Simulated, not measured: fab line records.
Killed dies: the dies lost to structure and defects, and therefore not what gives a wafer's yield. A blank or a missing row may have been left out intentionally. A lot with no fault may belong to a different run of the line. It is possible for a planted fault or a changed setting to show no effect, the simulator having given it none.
Split-lot trial + flow n5_finfet + on a route of 1938 steps: 7 lots, 21 wafers read

THE SPLIT ITSELF
At N5_BEOL_M8_TRENCH_ETCH_37 (etches SiCOH lowk in C4F6/O2, target depth 93.478 nm, time 31.2 s), the setting time_s was moved away from the recipe's 31.2 s on 11 of the 21 wafers read, by -20.5% to -6.1%. For the rest of the wafers, this setting stayed at what the recipe calls for.

FROM THE SPLIT TO THE READING: what the file shows between them, 11 steps
- N5_BEOL_M8_ETCH_41: etches SiCN in CH3F/O2, target depth 31.9 nm, time 57.8 s
- N5_BEOL_M8_STRIP_80: strips in N2/H2, time 10 s
- N5_BEOL_M8_OCD_MEAS_38
- N5_BEOL_M8_HM_STRIP_39: strips TiN in peroxide tin strip, target depth 25 nm, time 158 s
- N5_BEOL_M8_SRD_40: time 30 s
- N5_BEOL_M8_ECD_50: material Cu, target thk 300 nm
- N5_BEOL_M8_ANNEAL_51: time 90 s
- N5_BEOL_M8_CMP_52: polishes, stops on SiCOH lowk, t overpolish 6.9 s, target thk 80 nm
- N5_BEOL_M8_THK_MEAS_53: measures by xrf
- N5_BEOL_M8_PRE_CLEAN_55: time 15 s
- N5_BEOL_M8_DEP_56: deposits SiCN from 3MS/NH3, target thk 10 nm, time 17.5 s

THE READING
M8_RS, in ohm/sq, at N5_BEOL_M8_RS_MEAS_57 (measures by four-point-probe). Typical for fault-free wafers on this fab line: 0.288 ohm/sq, with standard deviation 0.0092 ohm/sq.

| wafer  | tool, chamber at the split | time_s as run, s | against the recipe | M8_RS, ohm/sq | against lot-mates on the recipe |
|--------|----------------------------|------------------|--------------------|---------------|---------------------------------|
| L075.1 | rie_diel-06, 1             | 28.55            | -8.5%              | 0.329         | +0.042                          |
| L075.2 | rie_diel-06, 2             | 28.55            | -8.5%              | 0.331         | +0.044                          |
| L075.6 | rie_diel-06, 2             | 31.2             | recipe             | 0.287         | -                               |
| L083.1 | rie_diel-01, 3             | 29.3             | -6.1%              | 0.303         | +0.014                          |
| L083.3 | rie_diel-01, 2             | 31.2             | recipe             | 0.290         | -                               |
| L083.5 | rie_diel-01, 0             | 31.2             | recipe             | 0.288         | -                               |
| L092.1 | rie_diel-05, 3             | 27.25            | -12.7%             | 0.360         | +0.077                          |
| L092.3 | rie_diel-05, 1             | 31.2             | recipe             | 0.283         | -                               |
| L092.4 | rie_diel-05, 2             | 27.25            | -12.7%             | 0.362         | +0.079                          |
| L091.1 | rie_diel-06, 1             | 26.51            | -15.0%             | 0.366         | +0.078                          |
| L091.2 | rie_diel-06, 0             | 26.51            | -15.0%             | 0.380         | +0.092                          |
| L091.3 | rie_diel-06, 3             | 31.2             | recipe             | 0.288         | -                               |
| L095.3 | rie_diel-06, 0             | 31.2             | recipe             | 0.302         | -                               |
| L095.4 | rie_diel-06, 1             | 24.81            | -20.5%             | 0.389         | +0.087                          |
| L095.5 | rie_diel-06, 1             | 24.81            | -20.5%             | 0.406         | +0.104                          |
| L096.1 | rie_diel-05, 1             | 31.2             | recipe             | 0.284         | -                               |
| L096.4 | rie_diel-05, 0             | 31.2             | recipe             | 0.283         | -                               |
| L096.5 | rie_diel-05, 3             | 31.2             | recipe             | 0.283         | -                               |
| L097.1 | rie_diel-06, 3             | 28.95            | -7.2%              | 0.332         | +0.042                          |
| L097.4 | rie_diel-06, 2             | 31.2             | recipe             | 0.290         | -                               |
| L097.6 | rie_diel-06, 3             | 28.95            | -7.2%              | 0.316         | +0.026                          |

THE FIT
A straight line over all 21 wafers: M8_RS changes by -0.00549 ohm/sq for each +1% of time_s; r = -0.98; the points scatter about the line by 0.0076 ohm/sq.
The same after taking each lot's own level away (the mean of its wafers on the recipe; 21 wafers): -0.00516 ohm/sq for each +1%; r = -0.98; scatter 0.0084 ohm/sq.
On that fit, the largest move of time_s shifts the reading by 0.11 ohm/sq.
The lots' own levels span 0.2830 to 0.3020 ohm/sq, that is 2.1 times the standard deviation above.
Consequently the slope shifts little with the lot-to-lot level, the two slopes agreeing.
Check: with one of the wafers moved furthest among these (-20.5%) left out of the fit, the line predicts +0.111 ohm/sq for it against its lot-mates. It came out at +0.087 ohm/sq against them.

THE OTHER SPLITS THESE WAFERS WENT THROUGH
Before the reading, these wafers also passed through other splits. Each is held against what the fit with the lots' levels taken away leaves over:
| other split on the same wafers    | wafers away from the commonest value | r with M8_RS (lot level and that fit taken away) |
|-----------------------------------|--------------------------------------|--------------------------------------------------|
| N5_BEOL_M4_COAT_62 spin_rpm       | 4                                    | -0.34                                            |
| N5_BEOL_M5_HM_DEP_02 target_thk_a | 7                                    | +0.17                                            |
| N5_BEOL_M5_COAT_05 spin_rpm       | 4                                    | +0.18                                            |
| N5_BEOL_M7_VIA_ETCH_34 source_w   | 9                                    | +0.05                                            |
| N5_BEOL_M8_DESCUM_33 time_s       | 4                                    | +0.40                                            |

THE WHOLE CHAIN: every reading that the file lists as answering this split, in the file's order
| step                      | what it does                                                        | reading                                                                      | change (the file's fit)               | r (the file's) |
|---------------------------|---------------------------------------------------------------------|------------------------------------------------------------------------------|---------------------------------------|----------------|
| N5_BEOL_M8_TRENCH_ETCH_37 | etches SiCOH lowk in C4F6/O2, target depth 93.478 nm, time 31.2 s   | BEOL_M8.feature_depth_nm (the simulator's own value, which no gauge read)    | +0.894 nm for each +1% of the setting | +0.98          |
| N5_BEOL_M8_TRENCH_ETCH_37 | etches SiCOH lowk in C4F6/O2, target depth 93.478 nm, time 31.2 s   | etch.depth_nm (the simulator's own value, which no gauge read)               | +0.894 nm for each +1% of the setting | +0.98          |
| N5_BEOL_M8_OCD_MEAS_38    |                                                                     | trench_depth_nm                                                              | +0.885 nm for each +1% of the setting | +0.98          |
| N5_BEOL_M8_CMP_52         | polishes, stops on SiCOH lowk, t overpolish 6.9 s, target thk 80 nm | Cu_of_BEOL_M8_ECD_50.thk_nm (the simulator's own value, which no gauge read) | +0.913 nm for each +1% of the setting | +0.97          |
| N5_BEOL_M8_THK_MEAS_53    | measures by xrf                                                     | M8_THK                                                                       | +0.93 for each +1% of the setting     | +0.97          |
| N5_BEOL_M8_RS_MEAS_57     | measures by four-point-probe                                        | M8_RS                                                                        | -0.00509 for each +1% of the setting  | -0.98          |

THE FILE'S OWN FIT
M8_RS changes by -0.00509 ohm/sq for each +1% of time_s, r = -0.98.
